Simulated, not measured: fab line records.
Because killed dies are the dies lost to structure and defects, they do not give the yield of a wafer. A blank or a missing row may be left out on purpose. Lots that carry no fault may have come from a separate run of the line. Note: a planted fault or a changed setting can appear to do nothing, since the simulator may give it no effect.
fab line records	flow nand_harc	part 1 of 2: steps 1 to 17 of 23
[record] lots = 5	wafers = 15	last_day = 33
route steps=1302 shown A_STAIRCASE@724
lots that met no fault: from a run of the same line without faults
start_h: the number of hours between the record's first day and the start of the first shown wafer of the lot	wait_h: hours since the lot's step before	" same as the row above	L1.1+2: a single row standing in for several wafers	- no value, or no start was given	* or withheld: withheld	< > ~ a bound
route shown NAME@n: NAME is a module with steps in the file, n the number in the route of the first one	usual: the fault-free wafers' mean and standard deviation	same: alike in all rows	chamber/n: place in a boat	sites: readings site by site	_std_site: standard deviation of those values	_edge_site: outer sites' mean less inner sites'	radius_mm: for every site, how far away it sits from the centre of the wafer	mask NAME#n: copy n	behind: tool/chamber where the wafer was last shaped	hold: why the lot went on hold/how many hours it stayed there/how the hold came to an end	device: transistor that didn't switch, given as n, p or np	end of line: tests of these same wafers at the route's end	a step with no rows: only its recipe	killed: dies lost to structure and defects at the first sort, not the wafer's yield	map: per-die view of a wafer (x killed, . not killed, _ where there is no die)
set.NAME: the setting as run; set.NAME@STEP: as run at that earlier step	model.NAME: the simulator's own value behind a step, which no gauge read
lots seen at some steps along the route; tables by step, rows by wafer
services: when a tool's chamber went out of use (start_h, in hours from the record's first day, below 0 if earlier), for how many hours, and the reason
[[steps]]
[step NHARC_A_STAIRCASE_HMDS_210]
[recipe] time_s = 30
[usual] exhaust_pa = 45.0/0.82
lot.wafer	tool	chamber	start_h	wait_h	exhaust_pa
L076.1	litho_track-02	0	-	-	45.3
L076.4	"	0	"	"	45.1
L076.5	"	0	"	"	45.0
L077.1	litho_track-07	0	-	-	43.9
L077.2	"	0	"	"	45.0
L077.3	"	0	"	"	44.3
L078.1	litho_track-07	0	-	-	44.9
L078.2	"	0	"	"	45.0
L078.5	"	0	"	"	45.4
L083.2	litho_track-02	0	-	-	44.4
L083.3	"	0	"	"	44.9
L083.4	"	0	"	"	45.5
L096.1	litho_track-02	0	-	-	45.7
L096.2	"	0	"	"	44.4
L096.3	"	0	"	"	45.8
[step NHARC_A_STAIRCASE_COAT_211]
[recipe] spin_rpm = 1200
[usual] exhaust_pa = 45.0/0.99
lot.wafer	tool	chamber	start_h	wait_h	exhaust_pa
L076.1	litho_track-02	0	-	-	46.5
L076.4	"	0	"	"	45.8
L076.5	"	0	"	"	46.7
L077.1	litho_track-07	0	-	-	43.7
L077.2	"	0	"	"	45.8
L077.3	"	0	"	"	45.8
L078.1	litho_track-07	0	-	-	45.5
L078.2	"	0	"	"	45.7
L078.5	"	0	"	"	45.8
L083.2	litho_track-02	0	-	-	43.7
L083.3	"	0	"	"	44.3
L083.4	"	0	"	"	43.7
L096.1	litho_track-02	0	-	-	45.2
L096.2	"	0	"	"	44.4
L096.3	"	0	"	"	45.2
[step NHARC_A_STAIRCASE_SOFTBAKE_212]
[recipe] temp_c = 135	time_s = 170
[usual] exhaust_pa = 45.0/0.86
lot.wafer	tool	chamber	start_h	wait_h	exhaust_pa
L076.1	litho_track-02	0	-	-	44.1
L076.4	"	0	"	"	46.4
L076.5	"	0	"	"	45.6
L077.1	litho_track-07	0	-	-	44.7
L077.2	"	0	"	"	44.1
L077.3	"	0	"	"	44.5
L078.1	litho_track-07	0	-	-	44.9
L078.2	"	0	"	"	44.7
L078.5	"	0	"	"	44.6
L083.2	litho_track-02	0	-	-	44.1
L083.3	"	0	"	"	43.7
L083.4	"	0	"	"	44.3
L096.1	litho_track-02	0	-	-	45.9
L096.2	"	0	"	"	45.2
L096.3	"	0	"	"	45.9
[step NHARC_A_STAIRCASE_EBR_213]
[usual] exhaust_pa = 45.2/0.87
lot.wafer	tool	chamber	start_h	wait_h	exhaust_pa
L076.1	litho_track-02	0	-	-	45.5
L076.4	"	0	"	"	44.8
L076.5	"	0	"	"	45.6
L077.1	litho_track-07	0	-	-	45.0
L077.2	"	0	"	"	44.6
L077.3	"	0	"	"	44.4
L078.1	litho_track-07	0	-	-	44.8
L078.2	"	0	"	"	45.8
L078.5	"	0	"	"	45.1
L083.2	litho_track-02	0	-	-	45.2
L083.3	"	0	"	"	44.0
L083.4	"	0	"	"	45.5
L096.1	litho_track-02	0	-	-	45.4
L096.2	"	0	"	"	45.1
L096.3	"	0	"	"	45.0
[step NHARC_A_STAIRCASE_EXPOSE_214]
[recipe] na = 0.5	dose_mj = 31.26	mask_id = STAIR_3
[same] na = 0.5
lot.wafer	tool	chamber	start_h	wait_h	mask
L076.1+4+5	krf_scanner-04	0	375.81	-	STAIR_3#0
L077.1+2+3	krf_scanner-02	0	396.02	-	STAIR_3#0
L078.1+2+5	krf_scanner-01	0	396.96	-	STAIR_3#0
L083.2+3+4	krf_scanner-04	0	450.53	-	STAIR_3#0
L096.1+2+3	krf_scanner-01	0	584.91	-	STAIR_3#0
[step NHARC_A_STAIRCASE_PEB_215]
[recipe] peb_temp_c = 115	peb_time_s = 130
[usual] exhaust_pa = 44.8/0.98
[same] peb_time_s = 130
lot.wafer	tool	chamber	start_h	wait_h	exhaust_pa
L076.1	litho_track-07	0	375.87	0.1	45.4
L076.4	"	0	"	"	44.2
L076.5	"	0	"	"	45.4
L077.1	litho_track-02	0	396.08	0.1	44.1
L077.2	"	0	"	"	42.7
L077.3	"	0	"	"	43.9
L078.1	litho_track-02	0	397.02	0.1	44.5
L078.2	"	0	"	"	45.4
L078.5	"	0	"	"	43.4
L083.2	litho_track-07	0	450.60	0.1	44.5
L083.3	"	0	"	"	43.9
L083.4	"	0	"	"	44.1
L096.1	litho_track-07	0	584.98	0.1	44.4
L096.2	"	0	"	"	44.1
L096.3	"	0	"	"	45.4
[step NHARC_A_STAIRCASE_DEVELOP_216]
[recipe] time_s = 140
[usual] exhaust_pa = 44.9/0.95
lot.wafer	tool	chamber	start_h	wait_h	exhaust_pa
L076.1	litho_track-07	0	-	-	45.7
L076.4	"	0	"	"	45.7
L076.5	"	0	"	"	44.7
L077.1	litho_track-02	0	-	-	43.9
L077.2	"	0	"	"	44.2
L077.3	"	0	"	"	46.0
L078.1	litho_track-02	0	-	-	45.9
L078.2	"	0	"	"	45.6
L078.5	"	0	"	"	46.2
L083.2	litho_track-07	0	-	-	45.0
L083.3	"	0	"	"	45.1
L083.4	"	0	"	"	44.7
L096.1	litho_track-07	0	-	-	45.5
L096.2	"	0	"	"	45.3
L096.3	"	0	"	"	45.4
[step NHARC_A_STAIRCASE_HARDBAKE_218]
[recipe] temp_c = 120	time_s = 140
[usual] exhaust_pa = 45.1/0.82
lot.wafer	tool	chamber	start_h	wait_h	exhaust_pa
L076.1	litho_track-02	0	376.09	-	44.8
L076.4	"	0	"	"	46.0
L076.5	"	0	"	"	45.0
L077.1	litho_track-05	0	396.30	-	44.7
L077.2	"	0	"	"	45.5
L077.3	"	0	"	"	46.6
L078.1	litho_track-05	0	397.24	-	44.3
L078.2	"	0	"	"	44.0
L078.5	"	0	"	"	43.6
L083.2	litho_track-02	0	450.82	-	44.9
L083.3	"	0	"	"	44.5
L083.4	"	0	"	"	45.2
L096.1	litho_track-05	0	585.20	-	45.1
L096.2	"	0	"	"	44.0
L096.3	"	0	"	"	43.6
[step NHARC_A_STAIRCASE_DESCUM_219]
[recipe] time_s = 3	o2_flow_sccm = 200	ar_flow_sccm = 0	bias_power_w = 0	chemistry = O2
[usual] chamber_pressure_mTorr = 60.01/0.062	drypump_motor_current_A = 5.5/0.6	oes_product_au = 0.998/0.01	rf_vpp_V = 57.8/0.93	showerhead_plenum_p_Torr = 1.92/0.09	throttle_valve_pct = 11.311/0.0096
lot.wafer	tool	chamber	start_h	wait_h	chamber_pressure_mTorr	drypump_motor_current_A	oes_product_au	rf_hours_counter_h	rf_vpp_V	showerhead_plenum_p_Torr	throttle_valve_pct
L076.1	rie_diel-09	0	376.20	-	59.95	6.2	0.985	19	59.7	2.03	11.314
L076.5	"	3	"	"	60.10	4.7	1.006	-	57.7	1.92	11.309
L076.4	"	0	"	"	59.86	6.2	0.988	-	59.4	2.03	11.305
L077.1	rie_diel-09	2	396.39	-	59.99	5.0	0.985	30	57.3	1.77	11.306
L077.2	"	3	"	"	60.09	4.7	1.005	27	58.7	1.92	11.313
L077.3	"	1	"	"	60.04	6.2	0.999	26	58.4	1.89	11.297
L078.1	rie_diel-09	0	397.35	-	59.99	6.2	0.984	26	58.2	2.03	11.304
L078.2	"	1	"	"	60.05	6.2	0.998	26	58.1	1.89	11.317
L078.5	"	1	"	"	60.05	6.2	1.004	-	58.2	1.89	11.302
L083.4	rie_diel-08	1	450.92	-	59.87	5.6	0.991	21	57.8	2.05	11.330
L083.3	"	2	"	"	60.00	5.5	0.999	24	58.1	1.89	11.321
L083.2	"	0	"	"	60.00	5.6	1.005	26	58.3	1.84	11.309
L096.2	rie_diel-09	1	585.29	-	60.05	6.2	0.979	8	57.2	1.88	11.310
L096.1	"	2	"	"	59.97	5.0	0.990	32	56.9	2.07	11.313
L096.3	"	0	"	"	59.93	6.1	0.984	32	57.6	2.01	11.319
[step NHARC_A_STAIRCASE_TRIM_220]
[recipe] time_s = 211.2	o2_flow_sccm = 500	ar_flow_sccm = 0	bias_w = 0	chemistry = O2
[usual] chamber_pressure_mTorr = 60.00/0.06	drypump_motor_current_A = 5.6/0.61	oes_product_au = 0.999/0.0095	rf_vpp_V = 57.8/0.93	showerhead_plenum_p_Torr = 3.53/0.15	throttle_valve_pct = 17.037/0.0087
lot.wafer	tool	chamber	start_h	wait_h	chamber_pressure_mTorr	drypump_motor_current_A	oes_product_au	rf_hours_counter_h	rf_vpp_V	showerhead_plenum_p_Torr	throttle_valve_pct
L076.1	rie_diel-09	0	376.30	0.1	60.06	6.2	0.994	19	57.3	3.74	17.043
L076.4	"	0	"	"	59.95	6.1	0.997	-	57.1	3.74	17.053
L076.5	"	2	"	"	60.11	5.0	0.988	-	56.1	3.28	17.024
L077.3	rie_diel-09	0	396.48	0.1	59.99	6.2	0.986	25	58.4	3.73	17.040
L077.1	"	1	"	"	59.99	6.3	0.998	26	57.3	3.49	17.048
L077.2	"	2	"	"	60.00	5.0	0.979	30	57.5	3.28	17.044
L078.2	rie_diel-09	3	397.45	0.1	60.05	4.7	1.010	28	59.0	3.54	17.043
L078.1	"	0	"	"	60.03	6.2	1.003	26	58.0	3.73	17.033
L078.5	"	3	"	"	60.05	4.7	1.012	-	58.2	3.54	17.032
L083.4	rie_diel-08	2	451.03	0.1	60.06	5.6	1.005	24	57.5	3.49	17.047
L083.2	"	3	"	"	60.17	4.9	1.011	27	56.8	3.49	17.022
L083.3	"	0	"	"	60.05	5.6	1.005	26	58.3	3.40	17.026
L096.3	rie_diel-09	1	585.37	0.1	60.10	6.2	0.981	8	57.2	3.47	17.034
L096.1	"	2	"	"	60.09	5.0	0.989	32	57.6	3.79	17.028
L096.2	"	0	"	"	60.03	6.1	0.984	32	58.0	3.69	17.037
[step NHARC_A_STAIRCASE_ETCH_221]
[recipe] target_depth_a = 1000	time_s = 40.5	ion_energy_ev = 400	c4f8_flow_sccm = 20	o2_flow_sccm = 10	ar_flow_sccm = withheld	rf_w = 600	bias_w = 1000	chemistry = C4F8/O2
[usual] chamber_pressure_mTorr = 24.999/0.022	oes_product_au = 0.936/0.014	rf_vpp_V = 896/5.7
lot.wafer	tool	chamber	start_h	wait_h	chamber_pressure_mTorr	oes_product_au	rf_hours_counter_h	rf_vpp_V
L076.1	rie_diel-09	0	-	-	24.966	0.931	21	903
L076.4	"	0	"	"	25.005	0.926	-	902
L076.5	"	3	"	"	24.995	0.946	-	898
L077.2	rie_diel-09	1	-	-	25.002	0.947	26	894
L077.1	"	2	"	"	24.993	0.949	30	887
L077.3	"	0	"	"	25.051	0.953	25	903
L078.2	rie_diel-09	0	-	-	24.996	0.934	26	904
L078.1	"	3	"	"	24.996	0.941	28	896
L078.5	"	0	"	"	25.013	0.931	-	901
L083.2	rie_diel-08	0	-	-	24.970	0.930	26	891
L083.4	"	1	"	"	24.992	0.936	22	904
L083.3	"	2	"	"	24.990	0.930	25	894
L096.3	rie_diel-09	3	-	-	25.061	0.935	33	895
L096.2	"	0	"	"	24.987	0.926	32	902
L096.1	"	2	"	"	24.981	0.920	32	905
[step NHARC_A_STAIRCASE_TRIM_222]
[recipe] time_s = 211.2	o2_flow_sccm = 500	ar_flow_sccm = 0	bias_w = 0	chemistry = O2
[usual] chamber_pressure_mTorr = 60.00/0.058	drypump_motor_current_A = 5.6/0.62	oes_product_au = 0.999/0.01	rf_vpp_V = 57.8/0.96	showerhead_plenum_p_Torr = 3.54/0.15	throttle_valve_pct = 17.037/0.0086
lot.wafer	tool	chamber	start_h	wait_h	chamber_pressure_mTorr	drypump_motor_current_A	oes_product_au	rf_hours_counter_h	rf_vpp_V	showerhead_plenum_p_Torr	throttle_valve_pct
L076.1	rie_diel-09	3	-	-	59.95	4.7	1.004	21	58.4	3.54	17.037
L076.4	"	0	"	"	59.98	6.1	1.003	-	59.7	3.74	17.039
L076.5	"	2	"	"	60.00	5.0	0.994	-	57.3	3.28	17.035
L077.1	rie_diel-09	2	-	-	60.01	5.0	0.986	30	56.5	3.28	17.042
L077.3	"	3	"	"	60.01	4.7	1.006	27	57.3	3.54	17.022
L077.2	"	1	"	"	60.13	6.2	1.001	26	57.7	3.49	17.044
L078.2	rie_diel-09	0	-	-	60.04	6.1	0.985	26	58.3	3.73	17.036
L078.1	"	2	"	"	60.01	5.0	0.979	30	57.8	3.28	17.033
L078.5	"	1	"	"	59.91	6.2	1.003	-	58.1	3.49	17.031
L083.3	rie_diel-08	2	-	-	59.89	5.6	1.004	25	58.1	3.49	17.043
L083.4	"	3	"	"	60.02	4.9	1.007	27	58.7	3.49	17.036
L083.2	"	0	"	"	59.99	5.6	1.001	26	57.4	3.40	17.044
L096.1	rie_diel-09	3	-	-	60.05	4.7	0.991	33	58.7	3.51	17.049
L096.2	"	0	"	"	60.05	6.1	0.970	32	58.3	3.69	17.045
L096.3	"	2	"	"	59.95	5.0	0.974	32	58.6	3.79	17.039
[step NHARC_A_STAIRCASE_ETCH_223]
[recipe] target_depth_a = 1000	time_s = 40.5	ion_energy_ev = 400	c4f8_flow_sccm = 20	o2_flow_sccm = 10	ar_flow_sccm = withheld	rf_w = 600	bias_w = 1000	chemistry = C4F8/O2
[usual] chamber_pressure_mTorr = 25.002/0.024	oes_product_au = 0.940/0.012	rf_vpp_V = 897/5.5
lot.wafer	tool	chamber	start_h	wait_h	chamber_pressure_mTorr	oes_product_au	rf_hours_counter_h	rf_vpp_V
L076.1	rie_diel-09	0	-	-	25.042	0.935	21	904
L076.4	"	3	"	"	24.987	0.944	-	896
L076.5	"	2	"	"	24.985	0.929	-	888
L077.1	rie_diel-09	0	-	-	25.012	0.937	26	904
L077.2	"	1	"	"	24.984	0.945	26	895
L077.3	"	3	"	"	24.996	0.939	27	896
L078.2	rie_diel-09	0	-	-	25.007	0.930	26	904
L078.1	"	2	"	"	25.000	0.927	30	888
L078.5	"	3	"	"	25.038	0.930	-	897
L083.3	rie_diel-08	3	-	-	24.983	0.941	27	895
L083.4	"	0	"	"	24.986	0.947	26	891
L083.2	"	1	"	"	25.026	0.941	22	905
L096.3	rie_diel-09	0	-	-	25.001	0.928	32	902
L096.2	"	1	"	"	24.959	0.926	8	895
L096.1	"	3	"	"	25.022	0.948	33	896
[step NHARC_A_STAIRCASE_TRIM_224]
[recipe] time_s = 211.2	o2_flow_sccm = 500	ar_flow_sccm = 0	bias_w = 0	chemistry = O2
[usual] chamber_pressure_mTorr = 60.01/0.054	drypump_motor_current_A = 5.6/0.62	oes_product_au = 1.000/0.0092	rf_vpp_V = 57.7/0.9	showerhead_plenum_p_Torr = 3.53/0.15	throttle_valve_pct = 17.035/0.0085
lot.wafer	tool	chamber	start_h	wait_h	chamber_pressure_mTorr	drypump_motor_current_A	oes_product_au	rf_hours_counter_h	rf_vpp_V	showerhead_plenum_p_Torr	throttle_valve_pct
L076.1	rie_diel-09	2	-	-	60.05	5.0	0.984	23	58.0	3.28	17.030
L076.4	"	2	"	"	59.99	5.0	0.987	-	56.6	3.28	17.036
L076.5	"	0	"	"	60.10	6.2	1.000	-	58.8	3.74	17.041
L077.3	rie_diel-09	0	-	-	60.05	6.1	0.994	26	58.5	3.73	17.043
L077.1	"	2	"	"	60.01	5.0	0.993	30	59.0	3.28	17.042
L077.2	"	3	"	"	60.01	4.8	1.021	28	58.0	3.54	17.025
L078.2	rie_diel-09	2	-	-	60.06	5.0	0.995	31	57.3	3.28	17.022
L078.1	"	0	"	"	59.96	6.2	0.989	26	57.0	3.73	17.034
L078.5	"	2	"	"	59.94	5.0	0.997	-	58.8	3.28	17.040
L083.4	rie_diel-08	0	-	-	59.95	5.6	1.007	27	60.0	3.40	17.039
L083.2	"	1	"	"	59.98	5.6	1.003	22	57.6	3.77	17.033
L083.3	"	3	"	"	60.05	4.9	1.008	27	56.9	3.49	17.043
L096.3	rie_diel-09	1	-	-	59.98	6.2	0.983	8	58.0	3.47	17.032
L096.2	"	2	"	"	59.97	5.0	0.993	32	59.2	3.79	17.040
L096.1	"	0	"	"	60.05	6.1	0.988	32	58.2	3.69	17.035
[step NHARC_A_STAIRCASE_ETCH_225]
[recipe] target_depth_a = 1000	time_s = 40.5	ion_energy_ev = 400	c4f8_flow_sccm = 20	o2_flow_sccm = 10	ar_flow_sccm = withheld	rf_w = 600	bias_w = 1000	chemistry = C4F8/O2
[usual] chamber_pressure_mTorr = 24.998/0.025	oes_product_au = 0.939/0.01	rf_vpp_V = 896/5.6
lot.wafer	tool	chamber	start_h	wait_h	chamber_pressure_mTorr	oes_product_au	rf_hours_counter_h	rf_vpp_V
L076.4	rie_diel-09	1	-	-	24.968	0.925	21	895
L076.1	"	2	"	"	25.011	0.911	24	887
L076.5	"	1	"	"	25.005	0.925	-	895
L077.3	rie_diel-09	0	-	-	25.000	0.943	26	903
L077.1	"	1	"	"	25.009	0.942	26	897
L077.2	"	3	"	"	25.017	0.954	28	896
L078.1	rie_diel-09	3	-	-	24.963	0.940	28	896
L078.2	"	2	"	"	24.957	0.922	31	887
L078.5	"	0	"	"	25.031	0.932	-	905
L083.4	rie_diel-08	1	-	-	24.964	0.926	22	903
L083.2	"	2	"	"	24.964	0.936	25	894
L083.3	"	3	"	"	24.987	0.945	27	894
L096.3	rie_diel-09	1	-	-	24.970	0.916	8	893
L096.1	"	3	"	"	25.017	0.949	33	895
L096.2	"	0	"	"	24.993	0.942	32	901
[step NHARC_A_STAIRCASE_TRIM_226]
[recipe] time_s = 211.2	o2_flow_sccm = 500	ar_flow_sccm = 0	bias_w = 0	chemistry = O2
[usual] chamber_pressure_mTorr = 60.00/0.053	drypump_motor_current_A = 5.5/0.6	oes_product_au = 0.998/0.011	rf_vpp_V = 57.8/0.96	showerhead_plenum_p_Torr = 3.52/0.15	throttle_valve_pct = 17.037/0.0092
lot.wafer	tool	chamber	start_h	wait_h	chamber_pressure_mTorr	drypump_motor_current_A	oes_product_au	rf_hours_counter_h	rf_vpp_V	showerhead_plenum_p_Torr	throttle_valve_pct
L076.4	rie_diel-09	3	-	-	60.01	4.7	1.012	22	57.5	3.54	17.039
L076.1	"	0	"	"	60.09	6.1	0.988	21	58.0	3.74	17.032
L076.5	"	2	"	"	60.03	5.0	0.979	-	56.1	3.28	17.049
L077.3	rie_diel-09	1	-	-	60.04	6.2	0.986	26	58.4	3.49	17.034
L077.2	"	2	"	"	60.08	5.0	0.984	30	58.3	3.28	17.042
L077.1	"	3	"	"	60.01	4.7	1.010	28	59.2	3.54	17.036
L078.2	rie_diel-09	3	-	-	59.97	4.7	1.005	28	58.6	3.54	17.036
L078.1	"	0	"	"	59.94	6.1	0.996	27	58.4	3.73	17.027
L078.5	"	2	"	"	60.04	5.0	0.989	-	56.5	3.28	17.040
L083.4	rie_diel-08	0	-	-	60.05	5.5	1.005	27	58.8	3.40	17.057
L083.3	"	2	"	"	60.04	5.6	1.005	25	58.2	3.49	17.043
L083.2	"	3	"	"	59.93	4.9	1.011	27	57.8	3.49	17.030
L096.1	rie_diel-09	1	-	-	60.03	6.3	0.985	9	57.5	3.47	17.051
L096.2	"	2	"	"	59.99	5.0	0.980	32	58.5	3.79	17.062
L096.3	"	3	"	"	59.96	4.7	1.000	33	58.7	3.51	17.025
[step NHARC_A_STAIRCASE_ETCH_227]
[recipe] target_depth_a = 1000	time_s = 40.5	ion_energy_ev = 400	c4f8_flow_sccm = 20	o2_flow_sccm = 10	ar_flow_sccm = withheld	rf_w = 600	bias_w = 1000	chemistry = C4F8/O2
[usual] chamber_pressure_mTorr = 25.001/0.023	oes_product_au = 0.939/0.012	rf_vpp_V = 896/5.4
lot.wafer	tool	chamber	start_h	wait_h	chamber_pressure_mTorr	oes_product_au	rf_hours_counter_h	rf_vpp_V
L076.4	rie_diel-09	2	-	-	24.965	0.926	24	887
L076.1	"	3	"	"	24.992	0.962	22	897
L076.5	"	2	"	"	24.996	0.936	-	887
L077.3	rie_diel-09	3	-	-	25.014	0.963	28	895
L077.2	"	0	"	"	25.031	0.931	26	904
L077.1	"	1	"	"	24.983	0.938	26	894
L078.2	rie_diel-09	0	-	-	25.070	0.915	27	903
L078.1	"	3	"	"	25.015	0.930	29	896
L078.5	"	0	"	"	24.984	0.919	-	903
L083.2	rie_diel-08	3	-	-	25.044	0.938	27	896
L083.3	"	1	"	"	25.015	0.944	23	904
L083.4	"	2	"	"	25.019	0.948	25	895
L096.2	rie_diel-09	0	-	-	24.980	0.922	32	900
L096.1	"	1	"	"	25.042	0.933	9	894
L096.3	"	2	"	"	24.998	0.934	32	905
